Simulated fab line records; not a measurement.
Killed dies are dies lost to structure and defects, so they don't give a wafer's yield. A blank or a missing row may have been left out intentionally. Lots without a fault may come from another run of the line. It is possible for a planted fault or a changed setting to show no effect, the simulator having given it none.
2 desks, one fault	flow n5-finfet	every desk sees just its own numbers, and what lay behind them comes last

METROLOGY DESK
What the gauges read, lot by lot, whatever tool the lot ran on: means of the sampled wafers that have a number. The brackets show how far a lot's mean lies from the usual mean; more than 4 standard deviations puts the lot out of limits, marked OUT.
Columns: A = M13_RS at N5_BEOL_M13_RS_MEAS_54, usual 0.0453 ohm/sq
lot	first seen here	A
L824	day 12 00:49	0.0446
L826	day 12 11:14	0.0450
L828	day 13 03:59	0.0456
L829	day 13 08:05	0.0457
L827	day 13 08:06	0.0451
L830	day 14 00:51	0.0454
L834	day 14 07:12	0.0449
L838	day 16 02:37	0.0468
L839	day 16 09:31	0.0457
L840	day 17 02:46	0.0456
L845	day 17 23:34	0.0452
L844	day 17 23:44	0.0448
Finding of this desk: none of the 12 lots has anything out of limits.

THE TOOL OWNER'S DESK: krf-scanner-01
The tool's own readings at N5_BEOL_M14_EXPOSE_07 (exposes mask V13): means of the sampled wafers that have a number, for each lot that ran on this tool. The brackets show how far a lot's mean lies from the usual mean; more than 4 standard deviations puts the lot out of limits, marked OUT.
Columns: A = exposure-dose-mJ-cm2 at N5_BEOL_M14_EXPOSE_07, usual 56.96
lot	first seen here	A
L824	day 12 01:11	57.00
L828	day 13 04:34	56.98
L827	day 13 08:46	57.09
L830	day 14 01:14	57.06
L838	day 16 03:07	57.00
L839	day 16 09:55	58.07 (+19) OUT
L840	day 17 03:17	57.88 (+16) OUT
This desk's finding: out of limits on L839, L840; first on L839, day 16 09:55 (exposure-dose-mJ-cm2 at N5_BEOL_M14_EXPOSE_07). L824, L828, L827, L830, L838: within limits.

PUT TOGETHER
On L839, L840, at day 16 09:55, an alarm was possible from the tool owner's desk.
The metrology desk saw nothing out of limits.
The metrology desk has L839, L840 on record, within its limits.
Every lot named ran N5_BEOL_M14_EXPOSE_07 on krf-scanner-01.

WHAT WAS PUT IN BY THE SIMULATOR
Process parameter drift: krf-scanner-01, from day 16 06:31 on, at N5_BEOL_M14_EXPOSE_07. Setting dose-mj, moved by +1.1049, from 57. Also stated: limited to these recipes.
Struck lots among those shown: L839, L840.
Delay in hours, fault start to first out-of-limits reading, by desk: the tool owner's desk at 3.
